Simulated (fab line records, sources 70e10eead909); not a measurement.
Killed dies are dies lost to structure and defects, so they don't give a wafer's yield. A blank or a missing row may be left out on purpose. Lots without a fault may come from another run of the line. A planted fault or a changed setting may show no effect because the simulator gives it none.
fab line records | flow nand_harc
record lots=6 wafers=18 last_day=24
route steps=1159 shown P_M0@278 P_M1@285 END@1159
lots that met no fault: from a run of the same line without faults
start_h: hours from the record's first day to the start of the lot's first wafer shown | wait_h: hours since the lot's step before | " the same as in the row above | L1.1+2: a row that stands for several wafers | - no value, or no start given | * or withheld: withheld | < > ~ a bound
route shown NAME@n: a module of which the file shows steps, and the number in the route of the first | usual: mean/standard deviation of fault-free wafers | same: alike in all rows | chamber/n: place in a boat | sites: the reading at each site | _std_site: their standard deviation | _edge_site: outer sites' mean less inner sites' | radius_mm: how far each site lies from the wafer's centre | mask NAME#n: copy n | behind: the tool/chamber that last shaped the wafer | hold: why the lot was held/for how many hours/how that ended | device: the transistor (n, p or np) that didn't switch | end of line: the same wafers' tests at the end of the route | a step without rows: its recipe alone | killed: dies lost to structure and defects at the first sort, not the wafer's yield | map: a wafer's dies, x killed, . not, _ none there
set.NAME: the setting as run; set.NAME@STEP: as run at that earlier step | model.NAME: the simulator's own value behind a step, which no gauge read
lots at some steps of the route; a table a step, a row a wafer
services: from which hour (start_h, from the record's first day; less than 0 if before it) a tool's chamber was out of use, for how many hours, and why
## steps
# step NHARC_P_M0_CMP_23
# recipe t_overpolish_s=20 target_thk_nm=117.53
# usual edge_zone_pressure_frac=1.000/0.0056 motor_current_A=12.1/1.1 slurry_flow_ml_min=150.0/0.51 time_to_endpoint_s=28.5/2.9
# columns lot.wafer tool chamber start_h wait_h edge_zone_pressure_frac motor_current_A slurry_flow_ml_min time_to_endpoint_s
L150.2 cmp-03 1 136.61 - 1.006 11.9 150.3 29.0
L150.5 " 3 " " 1.009 13.4 150.1 32.6
L150.6 " 0 " " 0.993 13.1 150.2 30.0
L153.1 cmp-04 1 156.83 - 0.998 11.4 149.5 22.1
L153.5 " 3 " " 0.995 13.3 150.3 25.7
L153.6 " 0 " " 1.000 11.4 150.1 22.9
L155.2 cmp-04 3 166.64 - 1.004 12.8 150.7 29.5
L155.3 " 1 " " 0.996 11.0 150.1 25.8
L155.6 " 3 " " 1.004 13.2 150.3 29.6
L162.3 cmp-01 2 210.76 - 1.003 10.1 149.7 29.4
L162.1 " 1 " " 1.002 12.4 149.6 25.1
L162.6 " 3 " " 1.003 11.5 149.2 31.8
L165.2 cmp-01 1 224.76 - 0.997 13.3 149.9 26.0
L165.6 " 1 " " 0.993 13.4 150.2 24.7
L165.5 " 2 " " 0.992 10.0 150.2 30.2
L167.3 cmp-03 0 241.89 - 1.004 13.3 150.7 31.2
L167.4 " 1 " " 1.000 12.6 150.2 29.4
L167.6 " 1 " " 1.000 12.9 150.1 29.4
# step NHARC_P_M0_THK_MEAS_24
# recipe thk_meas_gauge=xrf
# usual thk_nm=117.5/1.5
# columns lot.wafer tool chamber start_h wait_h thk_nm
L150.2 film_metro-01 - 136.87 - 118.7
L150.5 " - " " 118.3
L150.6 " - " " 120.5
L153.1 film_metro-02 - 157.09 - 115.6
L153.5 " - " " 119.4
L153.6 " - " " 116.0
L155.2 film_metro-01 - 166.96 - 117.1
L155.3 " - " " 113.7
L155.6 " - " " 117.7
L162.1 film_metro-01 - 211.08 - 116.2
L162.3 " - " " 116.2
L162.6 " - " " 118.2
L165.2 film_metro-02 - 225.07 - 115.3
L165.5 " - " " 116.8
L165.6 " - " " 116.2
L167.3 film_metro-01 - 242.21 - 119.0
L167.4 " - " " 116.6
L167.6 " - " " 117.4
# step NHARC_P_M0_SRD_25
# step NHARC_P_M0_PRE_CLEAN_31
# recipe time_s=12 temp_c=370 rf_power_w=300 gas=NH3
# usual heater_power_w=591/59
# columns lot.wafer tool chamber start_h wait_h heater_power_w
L150.2 pecvd-02 1 137.12 0.1 546
L150.5 " 0 " " 563
L150.6 " 1 " " 540
L153.1 pecvd-03 2 157.49 0.2 565
L153.6 " 2 " " 552
L153.5 " 0 " " 607
L155.3 pecvd-01 0 167.18 0.1 545
L155.2 " 2 " " 611
L155.6 " 2 " " 596
L162.1 pecvd-01 0 211.45 0.2 529
L162.3 " 2 " " 599
L162.6 " 0 " " 510
L165.2 pecvd-01 2 225.30 0.1 537
L165.6 " 0 " " 563
L165.5 " 1 " " 654
L167.3 pecvd-03 2 242.43 0.1 491
L167.4 " 2 " " 500
L167.6 " 0 " " 620
# step NHARC_P_M0_DEP_32
# recipe target_thk_a=300 temp_c=370 target_thk_nm=30 pressure_torr=3 flow_sccm=200 rf_w=450 material=SiCN
# usual heater_power_w=549/63
# columns lot.wafer tool chamber start_h wait_h heater_power_w
L150.2 pecvd-02 1 137.26 0.1 560
L150.5 " 0 " " 469
L150.6 " 1 " " 576
L153.1 pecvd-03 2 157.57 0.1 496
L153.6 " 2 " " 498
L153.5 " 0 " " 586
L155.3 pecvd-01 0 167.26 0.1 437
L155.2 " 2 " " 521
L155.6 " 2 " " 539
L162.1 pecvd-01 0 211.53 0.1 503
L162.3 " 2 " " 595
L162.6 " 0 " " 504
L165.2 pecvd-01 2 225.38 0.1 582
L165.6 " 0 " " 486
L165.5 " 1 " " 582
L167.3 pecvd-03 2 242.51 0.1 561
L167.4 " 2 " " 570
L167.6 " 0 " " 567
# step NHARC_P_M1_DEP_00
# recipe target_thk_a=1825 target_thk_nm=182.5 temp_c=withheld pressure_torr=5 flow_sccm=200 rf_w=600 material=SiOC
# step NHARC_P_M1_DEHYDRATE_01
# recipe temp_c=150 time_s=120
# step NHARC_P_M1_HMDS_02
# recipe time_s=30
# step NHARC_P_M1_COAT_34
# recipe temp_c=200 time_s=65
# step NHARC_P_M1_COAT_03
# recipe spin_rpm=1500 resist_thk_nm=90
# step NHARC_P_M1_SOFTBAKE_04
# recipe temp_c=105 time_s=55
# usual exhaust_pa=44.9/0.84 heater_power_total_W=188.44/0.12 plate_temp_C=105.00/0.15
# columns lot.wafer tool chamber start_h wait_h exhaust_pa heater_power_total_W plate_temp_C
L150.2 litho_track-04 0 137 - 45.2 188.33 105.28
L150.5 " 0 " " 43.6 188.43 105.30
L150.6 " 0 " " 45.6 188.43 105.19
L153.1 litho_track-04 0 158 - 43.8 178.38 104.86
L153.5 " 0 " " 46.6 178.54 104.90
L153.6 " 0 " " 45.2 178.52 104.75
L155.2 litho_track-04 0 168 - 42.6 178.41 104.86
L155.3 " 0 " " 44.4 178.41 104.91
L155.6 " 0 " " 44.5 178.50 104.88
L162.1 litho_track-01 0 212 - 44.1 188.49 105.06
L162.3 " 0 " " 44.7 188.26 104.96
L162.6 " 0 " " 44.9 188.50 104.99
L165.2 litho_track-06 0 226 - 45.1 188.48 105.04
L165.5 " 0 " " 45.2 188.45 105.04
L165.6 " 0 " " 45.9 188.39 105.21
L167.3 litho_track-01 0 243 - 46.2 188.44 104.82
L167.4 " 0 " " 45.5 188.34 105.18
L167.6 " 0 " " 44.1 188.36 105.21
# step NHARC_P_M1_EBR_05
# step NHARC_END_SORT_01
# recipe temp_c=25
# usual killed_at_array=29/13 killed_at_other=0.7/1 killed_at_periphery=3.2/2.3 killed_dies=33/13 killed_open=3.3/1.7 killed_short=2.0/1.5
# same gross_dies=677
# columns lot.wafer tool chamber start_h wait_h killed_at_array killed_at_other killed_at_periphery killed_dies killed_open killed_short
L150.2 prober-02 0 447.70 2.8 27 1 3 31 3 1
L150.5 prober-02 0 450.08 3.7 31 0 5 36 4 2
L150.6 prober-02 0 450.88 4.0 27 1 3 31 4 1
L153.1 prober-02 0 487.15 2.5 20 0 8 28 0 0
L153.5 prober-02 0 490.32 3.7 22 0 3 25 2 0
L153.6 prober-02 0 491.11 4.0 21 0 6 27 2 1
L165.2 prober-02 0 555.42 2.8 34 0 5 39 5 3
L165.5 prober-02 0 557.85 3.7 38 0 2 40 2 1
L165.6 prober-02 0 558.66 4.0 27 0 2 29 2 1
L167.3 prober-02 0 566.10 3.1 69 2 1 72 3 3
L167.4 prober-02 0 566.90 3.4 49 1 4 54 2 3
L167.6 prober-02 0 568.49 4.0 60 4 7 71 7 4
# killed by level:class
L150.2 A_CHANNEL_HOLE_D1:chamber_film_flake=12 A_CONTACT:chamber_film_flake=5 A_CONTACT:geometric_particle:open=3 P_GATE:chamber_film_flake=2 A_STAIRCASE:chamber_film_flake=2 A_M0:chamber_film_flake=2 A_WL_FILL:geometric_particle:short=1 P_ZERO_WELL:chamber_film_flake=1
L150.5 A_CHANNEL_HOLE_D1:chamber_film_flake=14 A_CONTACT:chamber_film_flake=6 A_STAIRCASE:chamber_film_flake=6 P_ZERO_WELL:chamber_film_flake=2 A_CHANNEL_FILL_D1:chamber_film_flake=2 P_STI:geometric_particle:open=1 P_GATE:geometric_particle:open=1 P_CONTACT:geometric_particle:short=1
L150.6 A_CHANNEL_HOLE_D1:chamber_film_flake=12 A_CONTACT:chamber_film_flake=5 A_STAIRCASE:chamber_film_flake=4 A_ONON_D1:geometric_particle:open=2 P_GATE:chamber_film_flake=2 A_ONON_D1:geometric_particle:short=1 A_CHANNEL_FILL_D1:geometric_particle:open=1 A_CONTACT:geometric_particle:open=1
L153.1 A_SLIT:chamber_film_flake=9 A_CHANNEL_HOLE_D1:chamber_film_flake=5 P_STI:unspecified=4 A_CONTACT:chamber_film_flake=4 P_STI:chamber_film_flake=2 A_STAIRCASE:chamber_film_flake=2 P_ZERO_WELL:chamber_film_flake=1 P_GATE:chamber_film_flake=1
L153.5 A_SLIT:chamber_film_flake=9 A_CHANNEL_HOLE_D1:chamber_film_flake=5 P_STI:unspecified=3 A_CONTACT:chamber_film_flake=3 A_STAIRCASE:chamber_film_flake=2 A_SGD_CUT:geometric_particle:open=1 A_CONTACT:geometric_particle:open=1 A_CHANNEL_FILL_D1:chamber_film_flake=1
L153.6 A_SLIT:chamber_film_flake=7 A_CONTACT:chamber_film_flake=5 P_STI:unspecified=4 A_CHANNEL_HOLE_D1:chamber_film_flake=4 A_STAIRCASE:chamber_film_flake=2 A_CHANNEL_FILL_D1:geometric_particle:short=1 A_WL_FILL:geometric_particle:open=1 A_M0:geometric_particle:open=1
L165.2 A_SLIT:chamber_film_flake=18 A_CHANNEL_HOLE_D1:chamber_film_flake=5 A_CONTACT:chamber_film_flake=4 A_ONON_D1:geometric_particle:open=2 A_CONTACT:geometric_particle:open=2 P_GATE:chamber_film_flake=2 P_M1:geometric_particle:short=1 P_M2:geometric_particle:open=1
L165.5 A_SLIT:chamber_film_flake=18 A_CHANNEL_HOLE_D1:chamber_film_flake=7 A_CONTACT:chamber_film_flake=6 P_GATE:chamber_film_flake=2 A_CHANNEL_FILL_D1:chamber_film_flake=2 A_WL_FILL:geometric_particle:open=1 A_CONTACT:geometric_particle:open=1 A_CONTACT:geometric_particle:short=1
L165.6 A_CHANNEL_HOLE_D1:chamber_film_flake=8 A_CONTACT:chamber_film_flake=8 A_SLIT:chamber_film_flake=7 P_GATE:chamber_film_flake=2 A_CHANNEL_FILL_D1:geometric_particle:open=1 A_WL_FILL:geometric_particle:short=1 A_WL_FILL:geometric_particle:open=1 A_SGD_CUT:chamber_film_flake=1
L167.3 A_CHANNEL_HOLE_D1:chamber_film_flake=28 A_SLIT:chamber_film_flake=25 A_CONTACT:chamber_film_flake=3 A_M1:chamber_film_flake=3 A_M0:geometric_particle:open=2 A_BLC:chamber_film_flake=2 A_STAIRCASE:chamber_film_flake=2 THIN_TSV:chamber_film_flake=2
L167.4 A_CHANNEL_HOLE_D1:chamber_film_flake=20 A_SLIT:chamber_film_flake=17 A_CONTACT:chamber_film_flake=3 A_BLC:chamber_film_flake=3 P_M0:chamber_film_flake=2 A_STAIRCASE:chamber_film_flake=2 P_GATE:geometric_particle:short=1 P_M0:geometric_particle:short=1
L167.6 A_SLIT:chamber_film_flake=23 A_CHANNEL_HOLE_D1:chamber_film_flake=20 A_BLC:chamber_film_flake=4 THIN_TSV:chamber_film_flake=4 A_WL_FILL:geometric_particle:short=3 P_M0:chamber_film_flake=3 A_CONTACT:chamber_film_flake=3 P_CONTACT:geometric_particle:open=2
## services
# columns tool chamber start_h hours kind
litho_track-06 - 117.00 7.0 pm
pecvd-03 0 124.26 - clean
pecvd-03 1 124.26 - clean
pecvd-03 2 124.26 - clean
pecvd-01 1 131.89 - calibration
pecvd-03 1 133.05 10.7 repair
litho_track-04 - 141.00 7.0 pm
pecvd-02 - 153.00 13.0 pm
pecvd-02 0 153.00 13.0 vent_cycle
pecvd-02 1 153.00 13.0 vent_cycle
pecvd-02 2 153.00 13.0 vent_cycle
cmp-03 - 156.00 4.0 pm
cmp-03 - 160.00 - consumable_replace:conditioner
cmp-03 - 160.00 - consumable_replace:pad
pecvd-02 0 166.00 - clean
cmp-01 - 179.50 4.0 pm
cmp-03 - 189.27 3.6 repair
cmp-04 - 203.21 4.0 pm
pecvd-02 - 210.38 1.4 repair
cmp-04 - 210.80 1.1 repair
pecvd-01 - 237.21 13.0 pm
pecvd-01 0 237.21 13.2 vent_cycle
pecvd-01 1 237.21 13.0 vent_cycle
pecvd-01 2 237.21 13.0 vent_cycle
## key
first_sign step=NHARC_P_M1_SOFTBAKE_04 reading=heater_power_total_W direction=down sigmas=82 usual=* struck=*
effect none on later readings
met_at NHARC_P_M1_SOFTBAKE_04
struck_wafers L153.1,L153.5,L153.6,L155.2,L155.3,L155.6
rows_end L155.2,L155.6
sort_left_out L155.3
tester_left_out L153
onset_between 137 158
earlier_fault kind=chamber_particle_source tool=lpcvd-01 chamber=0 onset_h=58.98 steps=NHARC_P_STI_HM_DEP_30 rate_per_visit_cm2=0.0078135
fault kind=process_parameter_drift tool=litho_track-04 chamber=- onset_h=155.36 steps=NHARC_P_M1_SOFTBAKE_04 channel=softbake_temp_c offset=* shape=step acts_in=* stated=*
# tester_left_out: of these lots the tester's yield and bins aren't shown, on N5 and GAA mostly nor the transistor test; their killed dies are dies lost to structure and defects alone, not to doping, threshold or leakage, so they don't give the yield
# sort_left_out: the simulated sort isn't trusted on such a fault, so these wafers' sort isn't shown, and their yield isn't known
# rows_end: these wafers met a further fault down the route, and their rows from its step on are left out
